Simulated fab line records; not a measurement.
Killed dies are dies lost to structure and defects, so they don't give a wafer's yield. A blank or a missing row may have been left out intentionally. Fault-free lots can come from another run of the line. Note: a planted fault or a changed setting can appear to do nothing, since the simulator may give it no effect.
Comparing a struck lot with a sound one || flow n5-finfet || 35 out of 1938 route steps
Sound: these wafers, L115.1, L115.2, L115.5. Struck: wafers L131.2, L131.5, L131.6. The cause is given at the end.
Each step with rows lists, per side, the tool, then ch with its chambers, then its first start. Under that, the readings that differ: sound wafers || struck wafers || difference of the means || sigmas: that difference in standard deviations of wafers without a fault.
alike: a reading whose means differ by less than 2 such deviations, as well as words and numbers matching on both sides. not compared: withheld readings; readings where some wafer has no value; bounds like >300 that might hide an equal value; numbers whose values overlap and for which the record gives no deviation.
Wherever a step has rows on one side only, a row that says differs or no value, or a row with sigmas, the two part there. Non-overlapping numbers with no deviation appear without sigmas and do not part them. Lack of a reading on every wafer of one side parts them only where that side has two or more wafers.

first, 10 steps without rows for these wafers: N5_BEOL_M3_STRIP_36 (strips in N2/H2); N5_BEOL_M3_TRENCH_ETCH_37 (etches SiOC in C4F6/O2, target depth 55.555 nm, time 29.2 s); N5_BEOL_M3_ETCH_41 (etches SiCN in CH3F/O2, target depth 29.9 nm, time 52.5 s); N5_BEOL_M3_STRIP_97 (strips in N2/H2, time 10 s); N5_BEOL_M3_HM_STRIP_39 (strips TiN in peroxide tin strip, target depth 25 nm, time 158 s); N5_BEOL_M3_SRD_40 (time 30 s); N5_BEOL_M3_PRECLEAN_42 (cleans in residue remover, time 60 s); N5_BEOL_M3_SRD_43 (time 30 s); N5_BEOL_M3_DEGAS_44 (time 60 s); N5_BEOL_M3_PRE_CLEAN_45 (time 30 s).
N5_BEOL_M3_ALD_84: deposits TaN, pulse time 2 s, purge time 3 s, co reactant purge time 2 s.
  sound on ald-metal-02 ch 0,2,3, day 7 21:02; struck on ald-metal-02 ch 0,2,3, day 11 20:51
  no value came back on the struck wafers for ald-cycles, chamber-pressure-Torr (Torr), heater-power-outer-w (W), heater-power-w (W); on the sound wafers ald-cycles reads 30 30 30
then, 21 steps without rows for these wafers: N5_BEOL_M3_SURFACE_TREAT_85; N5_BEOL_M3_CVD_47 (deposits Co from CCTBA/H2, target thk 3 nm, time 223.8 s); N5_BEOL_M3_SPUTTER_48 (material Cu, target thk 4.5 nm, time 8.29 s); N5_BEOL_M3_ANNEAL_49 (time 240 s); N5_BEOL_M3_SPUTTER_79 (material Cu, target thk 4.5 nm, time 8.29 s); N5_BEOL_M3_ANNEAL_80 (time 240 s); N5_BEOL_M3_SPUTTER_81 (material Cu, target thk 4.5 nm, time 8.29 s); N5_BEOL_M3_ANNEAL_82 (time 240 s); N5_BEOL_M3_SPUTTER_86 (material Cu, target thk 4.5 nm, time 8.29 s); N5_BEOL_M3_ANNEAL_87 (time 240 s); N5_BEOL_M3_SPUTTER_88 (material Cu, target thk 4.5 nm, time 8.29 s); N5_BEOL_M3_ANNEAL_89 (time 240 s); N5_BEOL_M3_SPUTTER_90 (material Cu, target thk 4.5 nm, time 8.29 s); N5_BEOL_M3_ANNEAL_91 (time 240 s); N5_BEOL_M3_SPUTTER_92 (material Cu, target thk 4.5 nm, time 8.29 s); N5_BEOL_M3_ANNEAL_93 (time 240 s); N5_BEOL_M3_SPUTTER_94 (material Cu, target thk 4.5 nm, time 8.29 s); N5_BEOL_M3_ANNEAL_95 (time 240 s); N5_BEOL_M3_SPUTTER_96 (material Cu, target thk 4.5 nm, time 8.29 s); N5_BEOL_M3_ECD_50 (material Cu, target thk 300 nm); N5_BEOL_M3_ANNEAL_51 (time 90 s).
N5_BEOL_M3_CMP_52: polishes, stops on SiOC, t overpolish 6.8 s, target thk 40 nm.
  sound on cmp-04 ch 0,1,3, day 7 23:50; struck on cmp-01 ch 2,3, day 11 23:42
{"reading": "barrier-field-endpoint-s (s)", "sound": "24.7 24.3 25.0", "struck": "22.1 22.8 22.4", "difference": -2.2, "sigmas": -4}
  alike: head-pressure-psi, motor-current-A
N5_BEOL_M4_RC_MEAS_101:
  the record has rows for the sound wafers here (prober-01 ch 0, day 8 11:41) and none for the struck ones
-- the record jumps here: 5 days lie between the struck wafers' starts before and after (it left off in module BEOL_M4 and takes up again in module PASSIVATION, whose first step shown is number 1936 of the route) --
N5_PASSIVATION_PROBE_49:
  sound: prober-01 at day 12 11:31; struck: prober-01 at day 16 16:34
{"reading": "defect-limited-yield (%)", "sound": "90.3 93.8 92.8", "struck": "0 0 0", "difference": -92, "sigmas": -62}
{"reading": "killed_at_M0_to_M3", "sound": "41 29 27", "struck": "1094 1131 1113", "difference": "+1080", "sigmas": "+99 or more"}
{"reading": "killed-dies", "sound": "114 73 85", "struck": "1180 1180 1180", "difference": "+1089", "sigmas": "+61"}
{"reading": "killed-on-rim", "sound": "16 9 14", "struck": "152 152 152", "difference": "+139", "sigmas": "+32"}
{"reading": "sort_bin_4_leakage (%)", "sound": "0 0 0", "struck": "90.25 92.71 90.68", "difference": "+91.21", "sigmas": ""}
{"reading": "sort-n-pass", "sound": "1066 1107 1095", "struck": "0 0 0", "difference": -1089, "sigmas": -61}
{"reading": "sort-yield-pct (%)", "sound": "90.3 93.8 92.8", "struck": "0 0 0", "difference": -92, "sigmas": -62}
  alike: killed_at_M4_up, killed-at-contacts, killed-at-front-end, killed-at-other, killed-open, killed-short, sort_bin_5_function, sort_bin_6_memory

== WHERE THEY PART ==
Last at N5_PASSIVATION_PROBE_49 as far as this record goes, first at N5_BEOL_M3_ALD_84.

WHY: what had been put in by the simulator
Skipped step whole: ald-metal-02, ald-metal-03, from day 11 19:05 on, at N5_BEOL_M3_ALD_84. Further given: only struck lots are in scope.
